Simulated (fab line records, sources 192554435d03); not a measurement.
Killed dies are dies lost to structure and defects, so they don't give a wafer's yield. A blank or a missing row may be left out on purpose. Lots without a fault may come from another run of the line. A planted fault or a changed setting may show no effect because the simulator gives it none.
Chamber matching | flow n5_finfet | N5_BEOL_M5_DEP_56 on pecvd-01: 3 sister chambers
The step deposits SiCN from 3MS/NH3, target thk 8 nm, time 14 s. 6 wafers are shown with their chamber, then 7 later ones without.

WAFERS WITH THEIR CHAMBER
wafer  | chamber | throttle_valve_pct (%) | showerhead_plenum_p_Torr (Torr)
L083.3 | 2       | 9.0                    | 3.658
L083.4 | 0       | 8.7                    | 3.676
L088.1 | 2       | 9.1                    | 3.665
L088.5 | 1       | 9.4                    | 3.652
L086.1 | 1       | 9.4                    | 3.673
L086.3 | 0       | 8.6                    | 3.669

WAFERS WITHOUT THEIR CHAMBER
wafer  | throttle_valve_pct (%) | showerhead_plenum_p_Torr (Torr)
L086.5 | 9.3                    | 3.675
L091.1 | 8.6                    | 3.662
L091.3 | 8.8                    | 3.661
L091.6 | 8.7                    | 3.679
L096.1 | 9.2                    | 3.661
L096.2 | 8.4                    | 3.676
L096.6 | 9.5                    | 3.655

WHICH CHAMBER EACH WENT THROUGH
wafer  | from the rows above     | in truth
L086.5 | 1                       | 1
L091.1 | 0                       | 0
L091.3 | can't be placed: 0 or 2 | 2
L091.6 | 0                       | 0
L096.1 | can't be placed: 2 or 1 | 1
L096.2 | 0                       | 0
L096.6 | 1                       | 1
Placed correctly: 5 of 7. Can't be placed from these rows: 2 (the true chamber is among the candidates in 2). Placed wrongly: 0.
How it was worked out, from the rows above alone: a wafer's distance from a chamber is the root of the sum, over the readings, of the square of ((its reading less the chamber's mean) divided by the reading's scatter). The wafer belongs to the nearest chamber; if the next one is less than 2 further off, it can't be placed. A chamber's mean is the mean of its shown wafers. The scatter: the root of (the sum of the squares of (reading less its chamber's mean) over the shown wafers, divided by (wafers less chambers)).
